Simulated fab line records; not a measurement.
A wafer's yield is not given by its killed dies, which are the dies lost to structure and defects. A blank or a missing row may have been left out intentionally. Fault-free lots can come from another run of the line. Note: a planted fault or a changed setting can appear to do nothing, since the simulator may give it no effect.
fab line records ; flow n5_finfet ; part 1 of 2: steps 1 to 4 of 6
record: lots: 21; wafers: 63; last_day: 17
route steps=1938 shown BEOL_M8@1348 BEOL_M9@1415
lots with no fault: from the same line, run without faults
start_h: the number of hours between the record's first day and the start of the first shown wafer of the lot ; wait_h: how many hours have passed since the lot's step before this one ; " repeats the value in the row above ; L1.1+2: a row that stands for several wafers ; - value missing, or start not given ; * or withheld: withheld ; < > ~ a bound
route shown NAME@n: NAME is a module with steps in the file, n the number in the route of the first one ; usual: mean/standard deviation of fault-free wafers ; same: alike in all rows ; chamber/n: place in a boat ; sites: each site's reading ; _std_site: standard deviation across them ; _edge_site: outer sites' mean less inner sites' ; radius_mm: for every site, how far away it sits from the centre of the wafer ; mask NAME#n: copy n ; behind: tool/chamber where the wafer was last shaped ; hold: why the lot went on hold/how many hours it stayed there/how the hold came to an end ; device: the n, p or np transistor that did not switch ; end of line: at the end of the route, the tests of the same wafers ; a step given without rows: its recipe and nothing more ; killed: at the first sort, the dies lost to defects and structure; wafer yield is something else ; map: a wafer's dies, x killed, . not, _ none there
set.NAME: the setting that was run; set.NAME@STEP: the one run at that earlier step ; model.NAME: the simulator's own value behind a step, which no gauge read
route steps across a sampled set of lots; one table per step, one row per wafer
services: when a tool's chamber went out of use (start_h, in hours from the record's first day, below 0 if earlier), for how many hours, and the reason
== steps ==
step: N5_BEOL_M8_DESCUM_16
recipe: chemistry: O2; time_s: 7.9; source_power_w: 50; bias_power_w: 20; pressure_mtorr: 20; rf_frequency_hz: 2.712e+07; temp_c: 40; resist: CAR-ArF; o2_flow_sccm: 225
usual: bias_power_w: 20.01/0.063; drypump_motor_current_A: 5.7/0.31; oes_product_au: 0.80/0.069; rf_vpp_V: 243.4/1.2; showerhead_plenum_p_Torr: 2.10/0.056; throttle_valve_pct: 20.36/0.29
lot.wafer;tool;chamber;start_h;wait_h;bias_power_w;drypump_motor_current_A;oes_product_au;rf_hours_counter_h;rf_vpp_V;showerhead_plenum_p_Torr;throttle_valve_pct
L074.2;rie_diel-06;3;195.47;0.1;19.87;6.0;0.81;106;242.8;2.10;20.24
L074.3;rie_diel-06;0;195.47;0.1;20.04;5.5;0.83;56;242.7;2.01;19.80
L074.4;rie_diel-06;3;195.47;0.1;19.96;6.1;0.82;-;243.2;2.10;20.25
L076.3;rie_diel-06;2;198.39;0.0;20.01;5.7;0.81;93;243.5;2.10;20.51
L076.4;rie_diel-06;3;198.39;0.0;19.91;6.0;0.82;-;243.9;2.10;20.26
L076.6;rie_diel-06;2;198.39;0.0;19.98;5.6;0.82;-;243.5;2.10;20.51
L075.1;rie_diel-01;3;203.77;0.0;20.06;5.5;0.83;74;244.1;2.13;20.63
L075.5;rie_diel-01;3;203.77;0.0;19.98;5.6;0.83;-;242.8;2.13;20.65
L075.6;rie_diel-01;1;203.77;0.0;19.98;5.6;0.73;-;244.5;2.17;20.89
L078.1;rie_diel-04;3;223.91;0.0;19.98;6.2;0.79;95;240.9;2.03;20.28
L078.5;rie_diel-04;2;223.91;0.0;19.90;5.5;0.70;-;244.9;2.12;19.96
L078.6;rie_diel-04;3;223.91;0.0;20.00;6.1;0.78;-;242.0;2.03;20.28
L077.3;rie_diel-04;2;230.71;0.0;20.04;5.4;0.70;212;243.8;2.12;19.96
L077.4;rie_diel-04;3;230.71;0.0;20.05;6.2;0.78;97;242.2;2.03;20.28
L077.6;rie_diel-04;1;230.71;0.0;19.95;5.4;0.69;-;242.1;2.08;20.38
L079.2;rie_diel-01;0;231.17;0.1;19.87;5.1;0.85;52;243.1;2.14;20.41
L079.4;rie_diel-01;1;231.17;0.1;19.94;5.6;0.73;215;245.5;2.17;20.93
L079.6;rie_diel-01;3;231.17;0.1;19.96;5.6;0.83;-;244.4;2.12;20.65
L080.4;rie_diel-04;3;248.62;0.0;20.06;6.2;0.78;-;243.0;2.02;20.31
L080.5;rie_diel-04;2;248.62;0.0;19.86;5.5;0.69;-;243.4;2.11;19.97
L080.6;rie_diel-04;1;248.62;0.0;19.96;5.4;0.68;-;244.0;2.07;20.41
L083.1;rie_diel-04;1;250.30;0.2;19.92;5.4;0.67;235;244.0;2.07;20.41
L083.3;rie_diel-04;3;250.30;0.2;19.94;6.2;0.77;105;240.9;2.02;20.31
L083.5;rie_diel-04;1;250.30;0.2;19.94;5.5;0.67;-;241.8;2.07;20.41
L081.1;rie_diel-01;1;250.37;0.0;20.10;5.6;0.72;222;244.7;2.16;20.92
L081.2;rie_diel-01;0;250.37;0.0;20.02;5.1;0.83;60;244.6;2.14;20.40
L081.5;rie_diel-01;3;250.37;0.0;20.04;5.5;0.80;-;243.3;2.12;20.66
L082.1;rie_diel-01;3;253.36;0.0;20.08;5.5;0.80;94;242.6;2.12;20.67
L082.3;rie_diel-01;2;253.36;0.0;20.01;5.8;0.92;14;245.8;2.22;20.53
L082.5;rie_diel-01;1;253.36;0.0;19.88;5.6;0.73;-;244.2;2.16;20.92
L085.1;rie_diel-01;1;262.66;0.0;20.09;5.6;0.73;227;246.1;2.16;20.93
L085.4;rie_diel-01;3;262.66;0.0;20.03;5.5;0.80;97;242.8;2.12;20.66
L085.5;rie_diel-01;1;262.66;0.0;20.06;5.5;0.73;-;244.6;2.16;20.92
L084.3;rie_diel-04;3;263.59;0.0;20.06;6.2;0.76;109;242.3;2.02;20.30
L084.4;rie_diel-04;1;263.59;0.0;20.03;5.4;0.67;240;241.9;2.07;20.42
L084.5;rie_diel-04;1;263.59;0.0;20.02;5.4;0.67;-;242.5;2.07;20.41
L086.2;rie_diel-06;3;275.74;0.0;20.03;6.0;0.79;135;242.4;2.09;20.29
L086.5;rie_diel-06;3;275.74;0.0;20.06;6.0;0.79;-;243.8;2.09;20.30
L086.6;rie_diel-06;0;275.74;0.0;19.99;5.6;0.79;-;242.4;2.00;19.84
L088.2;rie_diel-01;1;281.48;0.2;20.04;5.6;0.71;234;243.3;2.16;20.94
L088.4;rie_diel-01;3;281.48;0.2;19.92;5.5;0.79;104;242.6;2.12;20.68
L088.6;rie_diel-01;3;281.48;0.2;19.91;5.6;0.80;-;242.3;2.12;20.68
L087.1;rie_diel-06;2;290.38;0.0;20.03;5.7;0.78;126;243.9;2.09;20.57
L087.4;rie_diel-06;0;290.38;0.0;20.00;5.5;0.79;91;242.1;2.00;19.84
L087.5;rie_diel-06;0;290.38;0.0;19.91;5.6;0.78;-;242.4;2.00;19.84
L090.3;rie_diel-01;2;296.15;0.8;19.99;5.9;0.88;30;246.1;2.21;20.55
L090.5;rie_diel-01;2;296.15;0.8;19.98;5.8;0.88;-;245.2;2.21;20.54
L090.6;rie_diel-01;3;296.15;0.8;20.08;5.5;0.79;-;243.4;2.11;20.69
L089.2;rie_diel-06;1;297.26;0.7;20.05;5.9;0.91;22;245.7;2.11;20.15
L089.4;rie_diel-06;2;297.26;0.7;20.03;5.7;0.78;129;243.4;2.09;20.57
L089.6;rie_diel-06;3;297.26;0.7;20.00;6.1;0.78;-;242.8;2.09;20.31
L091.1;rie_diel-06;2;302.56;0.0;19.96;5.7;0.78;131;241.8;2.09;20.55
L091.2;rie_diel-06;0;302.56;0.0;20.01;5.6;0.77;95;242.3;2.00;19.87
L091.6;rie_diel-06;3;302.56;0.0;20.02;6.1;0.78;-;243.7;2.09;20.31
L094.1;rie_diel-06;2;324.35;0.2;20.17;5.6;0.77;138;244.0;2.08;20.58
L094.2;rie_diel-06;3;324.35;0.2;20.04;6.1;0.78;151;243.2;2.09;20.32
L094.4;rie_diel-06;0;324.35;0.2;19.97;5.6;0.76;103;242.2;2.00;19.88
L097.1;rie_diel-06;0;338.63;0.1;19.94;5.6;0.77;107;241.7;2.00;19.88
L097.2;rie_diel-06;2;338.63;0.1;20.06;5.7;0.77;144;243.7;2.08;20.58
L097.6;rie_diel-06;3;338.63;0.1;20.05;6.1;0.77;-;243.9;2.09;20.31
L096.1;rie_diel-04;1;340.63;0.2;20.01;5.4;0.92;5;241.9;2.06;20.10
L096.2;rie_diel-04;0;340.63;0.2;20.03;6.2;0.81;98;242.5;2.12;20.28
L096.3;rie_diel-04;3;340.63;0.2;20.08;6.2;0.74;139;242.2;2.01;20.37
step: N5_BEOL_M8_STRIP_67
recipe: chemistry: CF4; resist: SiARC; power_w: 300; bias_power_w: 75; pressure_mtorr: 50; cf4_flow_sccm: 150; rf_frequency_hz: 6e+07
usual: bias_power_w: 74.99/0.23; drypump_motor_current_A: 5.7/0.31; oes_product_au: 0.80/0.067; rf_vpp_V: 271.4/1.3; showerhead_plenum_p_Torr: 1.81/0.05; throttle_valve_pct: 13.54/0.23
lot.wafer;tool;chamber;start_h;wait_h;bias_power_w;drypump_motor_current_A;oes_product_au;rf_hours_counter_h;rf_vpp_V;showerhead_plenum_p_Torr;throttle_valve_pct
L074.2;rie_diel-06;3;195.71;0.0;75.12;6.0;0.83;107;272.4;1.80;13.40
L074.3;rie_diel-06;0;195.71;0.0;74.73;5.6;0.82;56;271.5;1.75;13.17
L074.4;rie_diel-06;3;195.71;0.0;74.86;6.0;0.82;-;269.6;1.80;13.40
L076.3;rie_diel-06;2;198.63;0.0;74.86;5.6;0.82;93;271.4;1.82;13.77
L076.4;rie_diel-06;3;198.63;0.0;75.06;6.0;0.81;-;271.3;1.80;13.39
L076.6;rie_diel-06;2;198.63;0.0;74.75;5.7;0.81;-;271.2;1.82;13.77
L075.1;rie_diel-01;3;204.01;0.0;75.24;5.5;0.83;74;273.3;1.81;13.65
L075.5;rie_diel-01;3;204.01;0.0;75.14;5.5;0.83;-;271.7;1.81;13.64
L075.6;rie_diel-01;1;204.01;0.0;75.10;5.6;0.73;-;272.0;1.86;14.00
L078.1;rie_diel-04;3;224.15;0.0;74.80;6.1;0.79;95;269.9;1.71;13.30
L078.5;rie_diel-04;2;224.15;0.0;75.40;5.5;0.70;-;271.7;1.85;13.50
L078.6;rie_diel-04;3;224.15;0.0;74.93;6.2;0.78;-;269.7;1.71;13.29
L077.3;rie_diel-04;2;230.94;0.0;75.10;5.5;0.69;212;273.6;1.85;13.48
L077.4;rie_diel-04;3;230.94;0.0;75.01;6.2;0.78;97;270.4;1.71;13.30
L077.6;rie_diel-04;1;230.94;0.0;74.77;5.4;0.69;-;270.5;1.78;13.64
L079.2;rie_diel-01;0;231.41;0.0;74.88;5.1;0.85;53;271.4;1.84;13.53
L079.4;rie_diel-01;1;231.41;0.0;74.95;5.6;0.72;216;272.9;1.86;14.02
L079.6;rie_diel-01;3;231.41;0.0;75.33;5.5;0.82;-;271.2;1.81;13.67
L080.4;rie_diel-04;3;248.85;0.0;74.92;6.1;0.77;-;270.3;1.71;13.31
L080.5;rie_diel-04;2;248.85;0.0;75.33;5.5;0.69;-;271.1;1.85;13.51
L080.6;rie_diel-04;1;248.85;0.0;75.30;5.4;0.69;-;270.5;1.78;13.67
L083.1;rie_diel-04;1;250.54;0.0;75.11;5.4;0.69;235;271.8;1.78;13.67
L083.3;rie_diel-04;3;250.54;0.0;75.22;6.1;0.78;105;269.7;1.71;13.32
L083.5;rie_diel-04;1;250.54;0.0;74.51;5.4;0.70;-;269.8;1.78;13.66
L081.1;rie_diel-01;1;250.60;0.0;75.04;5.6;0.71;222;272.6;1.86;14.04
L081.2;rie_diel-01;0;250.60;0.0;74.88;5.1;0.83;60;271.9;1.84;13.52
L081.5;rie_diel-01;3;250.60;0.0;74.88;5.5;0.81;-;271.5;1.81;13.69
L082.1;rie_diel-01;3;253.59;0.0;75.02;5.5;0.80;94;272.5;1.81;13.71
L082.3;rie_diel-01;2;253.59;0.0;74.96;5.9;0.93;14;274.3;1.90;13.58
L082.5;rie_diel-01;1;253.59;0.0;75.16;5.6;0.72;-;271.8;1.86;14.04
L085.1;rie_diel-01;1;262.90;0.0;75.00;5.6;0.71;227;272.0;1.86;14.04
L085.4;rie_diel-01;3;262.90;0.0;75.04;5.5;0.81;97;269.2;1.81;13.71
L085.5;rie_diel-01;1;262.90;0.0;74.96;5.6;0.71;-;272.1;1.86;14.03
L084.3;rie_diel-04;3;263.82;0.0;74.90;6.2;0.77;110;270.7;1.71;13.31
L084.4;rie_diel-04;1;263.82;0.0;74.84;5.4;0.69;240;271.9;1.78;13.67
L084.5;rie_diel-04;1;263.82;0.0;75.15;5.4;0.68;-;272.9;1.78;13.68
L086.2;rie_diel-06;3;275.98;0.0;74.80;6.1;0.79;135;271.1;1.79;13.48
L086.5;rie_diel-06;3;275.98;0.0;75.14;6.1;0.79;-;270.8;1.79;13.47
L086.6;rie_diel-06;0;275.98;0.0;75.07;5.5;0.80;-;269.7;1.74;13.23
L088.2;rie_diel-01;1;281.71;0.0;75.22;5.6;0.71;234;272.7;1.85;14.07
L088.4;rie_diel-01;3;281.71;0.0;74.86;5.5;0.80;104;271.0;1.80;13.72
L088.6;rie_diel-01;3;281.71;0.0;74.85;5.5;0.80;-;271.4;1.80;13.72
L087.1;rie_diel-06;2;290.62;0.0;74.71;5.6;0.78;127;271.1;1.81;13.83
L087.4;rie_diel-06;0;290.62;0.0;74.74;5.6;0.79;91;269.7;1.74;13.25
L087.5;rie_diel-06;0;290.62;0.0;74.71;5.5;0.79;-;268.6;1.74;13.27
L090.3;rie_diel-01;2;296.38;0.0;75.13;5.8;0.90;30;274.1;1.90;13.62
L090.5;rie_diel-01;2;296.38;0.0;75.10;5.8;0.89;-;271.9;1.90;13.62
L090.6;rie_diel-01;3;296.38;0.0;74.72;5.5;0.79;-;272.7;1.80;13.72
L089.2;rie_diel-06;1;297.50;0.0;74.77;5.9;0.90;22;271.9;1.84;13.40
L089.4;rie_diel-06;2;297.50;0.0;75.30;5.7;0.78;129;271.4;1.81;13.86
L089.6;rie_diel-06;3;297.50;0.0;74.89;6.0;0.78;-;269.1;1.79;13.48
L091.1;rie_diel-06;2;302.79;0.0;75.16;5.6;0.77;131;269.8;1.81;13.83
L091.2;rie_diel-06;0;302.79;0.0;74.95;5.5;0.79;96;270.8;1.74;13.26
L091.6;rie_diel-06;3;302.79;0.0;74.85;6.0;0.78;-;271.1;1.79;13.48
L094.1;rie_diel-06;2;324.59;0.0;75.14;5.6;0.77;139;271.9;1.81;13.85
L094.2;rie_diel-06;3;324.59;0.0;75.18;6.1;0.78;151;271.3;1.79;13.50
L094.4;rie_diel-06;0;324.59;0.0;75.13;5.5;0.78;103;270.8;1.74;13.27
L097.1;rie_diel-06;0;338.87;0.0;74.98;5.5;0.77;107;269.9;1.74;13.29
L097.2;rie_diel-06;2;338.87;0.0;74.53;5.7;0.76;144;272.1;1.81;13.87
L097.6;rie_diel-06;3;338.87;0.0;74.63;6.0;0.77;-;271.3;1.79;13.52
L096.1;rie_diel-04;1;340.87;0.0;74.94;5.4;0.94;5;271.1;1.77;13.16
L096.2;rie_diel-04;0;340.87;0.0;74.86;6.2;0.79;98;272.8;1.81;13.35
L096.3;rie_diel-04;3;340.87;0.0;74.98;6.2;0.75;139;269.6;1.70;13.40
step: N5_BEOL_M8_OVL_MEAS_29
recipe: points_per_wafer: 522
usual: V7_OVL: 0.7/0.6
lot.wafer;tool;chamber;start_h;wait_h;V7_OVL[nm]
L074.2;overlay-02;0;197.24;0.0;1.2
L074.3;overlay-02;0;197.24;0.0;0.9
L074.4;overlay-02;0;197.24;0.0;0.4
L076.3;overlay-01;0;199.22;0.0;-0.3
L076.4;overlay-01;0;199.22;0.0;-0.2
L076.6;overlay-01;0;199.22;0.0;-0.6
L075.1;overlay-02;0;205.88;0.0;0.2
L075.5;overlay-02;0;205.88;0.0;0.3
L075.6;overlay-02;0;205.88;0.0;-0.1
L078.1;overlay-02;0;225.43;0.0;0.0
L078.5;overlay-02;0;225.43;0.0;1.4
L078.6;overlay-02;0;225.43;0.0;0.8
L077.3;overlay-02;0;231.67;0.0;1.1
L077.4;overlay-02;0;231.67;0.0;0.9
L077.6;overlay-02;0;231.67;0.0;0.9
L079.2;overlay-02;0;234.34;0.0;-0.5
L079.4;overlay-02;0;234.34;0.0;0.3
L079.6;overlay-02;0;234.34;0.0;1.5
L080.4;overlay-02;0;249.69;0.0;1.8
L080.5;overlay-02;0;249.69;0.0;0.8
L080.6;overlay-02;0;249.69;0.0;1.1
L083.1;overlay-01;0;251.81;0.0;0.7
L083.3;overlay-01;0;251.81;0.0;0.7
L083.5;overlay-01;0;251.81;0.0;1.1
L081.1;overlay-02;0;251.99;0.0;0.8
L081.2;overlay-02;0;251.99;0.0;0.6
L081.5;overlay-02;0;251.99;0.0;0.7
L082.1;overlay-01;0;257.35;0.0;-0.1
L082.3;overlay-01;0;257.35;0.0;-0.1
L082.5;overlay-01;0;257.35;0.0;0.4
L085.1;overlay-02;0;265.56;0.0;1.6
L085.4;overlay-02;0;265.56;0.0;0.7
L085.5;overlay-02;0;265.56;0.0;0.6
L084.3;overlay-02;0;265.75;0.0;1.1
L084.4;overlay-02;0;265.75;0.0;0.6
L084.5;overlay-02;0;265.75;0.0;0.1
L086.2;overlay-02;0;280.09;0.0;0.1
L086.5;overlay-02;0;280.09;0.0;0.8
L086.6;overlay-02;0;280.09;0.0;0.4
L088.2;overlay-02;0;284.66;0.0;1.5
L088.4;overlay-02;0;284.66;0.0;1.5
L088.6;overlay-02;0;284.66;0.0;1.0
L087.1;overlay-02;0;292.14;0.0;1.2
L087.4;overlay-02;0;292.14;0.0;0.6
L087.5;overlay-02;0;292.14;0.0;0.0
L090.3;overlay-02;0;298.15;0.0;1.6
L090.5;overlay-02;0;298.15;0.0;1.5
L090.6;overlay-02;0;298.15;0.0;1.0
L089.2;overlay-02;0;298.35;0.0;0.3
L089.4;overlay-02;0;298.35;0.0;0.8
L089.6;overlay-02;0;298.35;0.0;2.3
L091.1;overlay-02;0;304.60;0.0;1.6
L091.2;overlay-02;0;304.60;0.0;1.0
L091.6;overlay-02;0;304.60;0.0;1.1
L094.1;overlay-02;0;325.57;0.0;1.0
L094.2;overlay-02;0;325.57;0.0;1.0
L094.4;overlay-02;0;325.57;0.0;1.2
L097.1;overlay-02;0;339.91;0.0;1.2
L097.2;overlay-02;0;339.91;0.0;0.6
L097.6;overlay-02;0;339.91;0.0;1.4
L096.1;overlay-02;0;342.14;0.0;1.1
L096.2;overlay-02;0;342.14;0.0;1.3
L096.3;overlay-02;0;342.14;0.0;0.9
step: N5_BEOL_M8_ETCH_72
recipe: chemistry: N2/H2; target: underlayer; target_depth_a: 65; mask_material: CAR-EUV; time_s: 5.2; ion_energy_ev: 200; pressure_mtorr: 30; source_w: 840; bias_w: 150; n2_flow_sccm: 200; h2_flow_sccm: 200; ends: cleared
usual: drypump_motor_current_A: 5.7/0.34; etch_rf_on_time_s: 5.19/0.19; h2_flow_sccm: 200.1/0.61; oes_product_au: 0.68/0.065; rf_vpp_V: 524.8/2.4; showerhead_plenum_p_Torr: 2.58/0.078; throttle_valve_pct: 17.91/0.27
lot.wafer;tool;chamber;start_h;wait_h;drypump_motor_current_A;etch_rf_on_time_s;h2_flow_sccm;oes_product_au;rf_hours_counter_h;rf_vpp_V;showerhead_plenum_p_Torr;throttle_valve_pct
L074.2;rie_diel-04;0;197.58;0.0;6.2;4.96;199.4;0.74;50;525.5;2.60;17.69
L074.3;rie_diel-04;3;197.58;0.0;6.2;5.17;200.1;0.68;86;521.5;2.44;17.56
L074.4;rie_diel-04;2;197.58;0.0;5.5;4.91;199.7;0.62;201;528.7;2.64;17.70
L076.3;rie_diel-04;3;199.39;0.0;6.2;5.27;201.0;0.67;87;521.1;2.44;17.60
L076.4;rie_diel-04;2;199.39;0.0;5.5;4.95;200.7;0.62;202;527.5;2.63;17.69
L076.6;rie_diel-04;3;199.39;0.0;6.2;5.31;200.3;0.65;-;521.5;2.44;17.56
L075.1;rie_diel-01;3;206.01;0.0;5.5;5.28;200.5;0.70;75;525.6;2.57;17.98
L075.5;rie_diel-01;0;206.01;0.0;5.1;4.96;198.9;0.75;-;524.6;2.63;17.96
L075.6;rie_diel-01;3;206.01;0.0;5.5;5.24;200.4;0.69;-;524.2;2.57;17.96
L078.1;rie_diel-01;1;225.56;0.0;5.6;5.33;200.3;0.60;213;526.3;2.64;18.42
L078.5;rie_diel-01;0;225.56;0.0;5.1;5.02;199.5;0.74;-;525.8;2.62;17.95
L078.6;rie_diel-01;3;225.56;0.0;5.5;5.40;199.6;0.69;-;525.0;2.57;17.99
L077.3;rie_diel-04;1;231.97;0.0;5.4;5.33;198.4;0.59;228;523.2;2.50;17.64
L077.4;rie_diel-04;3;231.97;0.0;6.1;5.21;200.7;0.66;98;520.2;2.44;17.59
L077.6;rie_diel-04;3;231.97;0.0;6.2;5.20;200.8;0.66;-;521.9;2.44;17.55
L079.2;rie_diel-06;3;234.77;0.0;6.0;5.26;200.4;0.68;122;523.4;2.55;17.64
L079.4;rie_diel-06;3;234.77;0.0;6.0;5.19;199.6;0.69;-;524.0;2.55;17.67
L079.6;rie_diel-06;2;234.77;0.0;5.6;4.81;200.1;0.71;-;522.6;2.54;17.92
L080.4;rie_diel-01;3;249.80;0.0;5.5;5.45;199.9;0.67;92;522.0;2.56;17.98
L080.5;rie_diel-01;0;249.80;0.0;5.1;5.04;199.6;0.71;-;524.3;2.62;17.99
L080.6;rie_diel-01;3;249.80;0.0;5.6;5.37;199.8;0.69;-;524.2;2.57;17.99
L083.1;rie_diel-01;3;251.94;0.0;5.6;5.28;200.7;0.69;93;527.6;2.56;17.98
L083.3;rie_diel-01;1;251.94;0.0;5.6;5.31;200.7;0.60;223;525.6;2.63;18.46
L083.5;rie_diel-01;3;251.94;0.0;5.5;5.28;200.0;0.69;-;522.4;2.56;18.00
L081.1;rie_diel-01;0;252.34;0.0;5.1;4.93;200.5;0.72;60;524.0;2.62;18.00
L081.2;rie_diel-01;1;252.34;0.0;5.6;5.30;199.2;0.61;223;525.3;2.63;18.44
L081.5;rie_diel-01;0;252.34;0.0;5.1;4.92;200.8;0.73;-;526.2;2.62;17.98
L082.1;rie_diel-01;3;257.48;0.0;5.5;5.40;198.9;0.68;96;524.6;2.56;18.00
L082.3;rie_diel-01;0;257.48;0.0;5.1;5.07;200.2;0.72;63;524.9;2.62;18.01
L082.5;rie_diel-01;3;257.48;0.0;5.5;5.45;200.8;0.68;-;523.6;2.56;17.98
L085.1;rie_diel-01;3;265.84;0.0;5.6;5.39;200.1;0.67;98;524.3;2.56;18.00
L085.4;rie_diel-01;0;265.84;0.0;5.1;5.11;200.0;0.71;66;524.9;2.62;17.97
L085.5;rie_diel-01;0;265.84;0.0;5.1;5.04;199.8;0.71;-;525.6;2.62;18.00
L084.3;rie_diel-06;3;266.28;0.0;6.1;5.28;200.8;0.67;132;524.9;2.55;17.69
L084.4;rie_diel-06;0;266.28;0.0;5.6;5.39;200.2;0.67;82;522.6;2.50;17.78
L084.5;rie_diel-06;2;266.28;0.0;5.6;4.85;200.5;0.69;-;524.8;2.54;17.95
L086.2;rie_diel-01;0;280.21;0.0;5.1;5.03;200.0;0.71;71;525.0;2.61;17.99
L086.5;rie_diel-01;0;280.21;0.0;5.1;5.03;199.4;0.71;-;526.2;2.61;17.98
L086.6;rie_diel-01;1;280.21;0.0;5.6;5.30;200.3;0.60;-;526.0;2.63;18.46
L088.2;rie_diel-04;2;284.78;0.0;5.5;4.89;200.5;0.60;232;525.3;2.62;17.76
L088.4;rie_diel-04;2;284.78;0.0;5.5;4.94;199.8;0.60;-;526.6;2.62;17.74
L088.6;rie_diel-04;1;284.78;0.0;5.4;5.27;200.4;0.57;-;521.3;2.49;17.70
L087.1;rie_diel-01;0;292.27;0.0;5.1;5.04;199.4;0.70;75;523.6;2.61;17.99
L087.4;rie_diel-01;2;292.27;0.0;5.8;5.39;200.2;0.75;28;527.6;2.71;18.01
L087.5;rie_diel-01;2;292.27;0.0;5.8;5.40;200.3;0.76;-;529.2;2.71;18.00
L090.3;rie_diel-06;2;298.45;0.0;5.7;4.88;199.5;0.69;129;524.9;2.53;17.93
L090.5;rie_diel-06;2;298.45;0.0;5.7;4.90;200.3;0.69;-;525.4;2.53;17.92
L090.6;rie_diel-06;1;298.45;0.0;5.9;4.87;199.6;0.81;-;523.3;2.59;17.61
L089.2;rie_diel-01;1;298.47;0.0;5.6;5.20;200.1;0.59;240;525.2;2.63;18.47
L089.4;rie_diel-01;3;298.47;0.0;5.6;5.23;200.8;0.67;110;525.4;2.56;18.02
L089.6;rie_diel-01;1;298.47;0.0;5.6;5.24;198.9;0.59;-;524.8;2.63;18.44
L091.1;rie_diel-01;3;304.83;0.0;5.5;5.29;199.7;0.67;112;524.2;2.56;18.01
L091.2;rie_diel-01;2;304.83;0.0;5.9;5.42;198.9;0.73;33;528.7;2.71;18.02
L091.6;rie_diel-01;0;304.83;0.0;5.1;5.04;198.9;0.70;-;524.9;2.61;18.00
L094.1;rie_diel-04;1;325.71;0.0;5.4;5.28;200.1;0.80;2;523.2;2.49;17.28
L094.2;rie_diel-04;3;325.71;0.0;6.2;5.25;199.3;0.63;133;519.5;2.42;17.66
L094.4;rie_diel-04;0;325.71;0.0;6.2;5.00;199.9;0.69;91;526.7;2.58;17.76
L097.1;rie_diel-01;2;340.04;0.0;5.9;5.45;200.3;0.71;48;527.9;2.70;18.06
L097.2;rie_diel-01;0;340.04;0.0;5.1;5.04;201.6;0.69;95;525.6;2.60;18.04
L097.6;rie_diel-01;1;340.04;0.0;5.6;5.34;199.3;0.82;-;524.3;2.62;18.04
L096.1;rie_diel-04;1;342.51;0.0;5.4;5.18;201.6;0.79;6;522.0;2.49;17.32
L096.2;rie_diel-04;0;342.51;0.0;6.2;5.00;199.3;0.69;99;523.6;2.57;17.77
L096.3;rie_diel-04;3;342.51;0.0;6.2;5.23;199.9;0.63;140;519.5;2.42;17.67
